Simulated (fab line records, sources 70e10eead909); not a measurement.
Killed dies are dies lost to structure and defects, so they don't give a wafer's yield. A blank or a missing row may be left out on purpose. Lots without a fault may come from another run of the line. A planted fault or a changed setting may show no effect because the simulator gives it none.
Chamber matching | flow nand_harc | NHARC_P_GATE_DESCUM_48 on rie_diel-11: 4 sister chambers
The step chemistry O2, time 3 s. 18 wafers are shown with their chamber, then 9 later ones without.

WAFERS WITH THEIR CHAMBER
wafer  | chamber | drypump_motor_current_A (A) | showerhead_plenum_p_Torr (Torr) | oes_product_au (a.u.)
L074.1 | 3       | 6.6                         | 1.98                            | 1.015
L074.3 | 0       | 5.7                         | 1.96                            | 0.997
L074.6 | 0       | 5.8                         | 1.96                            | 1.007
L074.2 | 1       | 5.5                         | 2.02                            | 0.994
L074.4 | 2       | 5.5                         | 1.80                            | 0.986
L074.5 | 1       | 5.5                         | 2.02                            | 1.005
L077.3 | 0       | 5.8                         | 1.96                            | 1.000
L077.5 | 1       | 5.5                         | 2.02                            | 0.995
L077.6 | 0       | 5.8                         | 1.96                            | 1.011
L082.3 | 1       | 5.5                         | 2.02                            | 0.991
L082.5 | 1       | 5.5                         | 2.02                            | 1.010
L082.6 | 2       | 5.5                         | 1.79                            | 0.984
L082.1 | 3       | 6.6                         | 1.98                            | 1.003
L082.2 | 2       | 5.5                         | 1.79                            | 0.988
L082.4 | 0       | 5.8                         | 1.96                            | 0.999
L081.4 | 0       | 5.8                         | 1.95                            | 1.000
L081.5 | 2       | 5.5                         | 1.79                            | 0.972
L081.6 | 3       | 6.6                         | 1.98                            | 1.003

SIGNATURES (means of the wafers above)
reading                  | chamber 0 | chamber 1 | chamber 2 | chamber 3 | scatter within a chamber
drypump_motor_current_A  | 5.783     | 5.500     | 5.500     | 6.600     | 0.0244
showerhead_plenum_p_Torr | 1.9583    | 2.0200    | 1.7925    | 1.9800    | 0.00336
oes_product_au           | 1.00233   | 0.99900   | 0.98250   | 1.00700   | 0.00687
Rule: a wafer's distance from a chamber is the root of the sum, over the readings, of the square of ((its reading less the chamber's mean) divided by the reading's scatter). The wafer belongs to the nearest chamber; if the next one is less than 2 further off, it can't be placed. The scatter: the root of (the sum of the squares of (reading less its chamber's mean) over the shown wafers, divided by (wafers less chambers)).

WAFERS WITHOUT THEIR CHAMBER
wafer  | drypump_motor_current_A (A) | showerhead_plenum_p_Torr (Torr) | oes_product_au (a.u.)
L085.3 | 6.6                         | 1.97                            | 1.002
L085.4 | 5.8                         | 1.95                            | 1.007
L085.6 | 5.8                         | 1.95                            | 1.013
L096.3 | 5.5                         | 1.78                            | 1.000
L096.5 | 5.9                         | 1.94                            | 1.002
L096.6 | 6.6                         | 1.97                            | 1.012
L097.1 | 5.8                         | 1.94                            | 0.998
L097.2 | 6.6                         | 1.97                            | 1.002
L097.6 | 5.8                         | 1.94                            | 0.998

WHICH CHAMBER EACH WENT THROUGH
wafer  | from the rows above | in truth
L085.3 | 3                   | 3
L085.4 | 0                   | 0
L085.6 | 0                   | 0
L096.3 | 2                   | 2
L096.5 | 0                   | 0
L096.6 | 3                   | 3
L097.1 | 0                   | 0
L097.2 | 3                   | 3
L097.6 | 0                   | 0
Placed correctly: 9 of 9. Can't be placed from these rows: 0. Placed wrongly: 0.
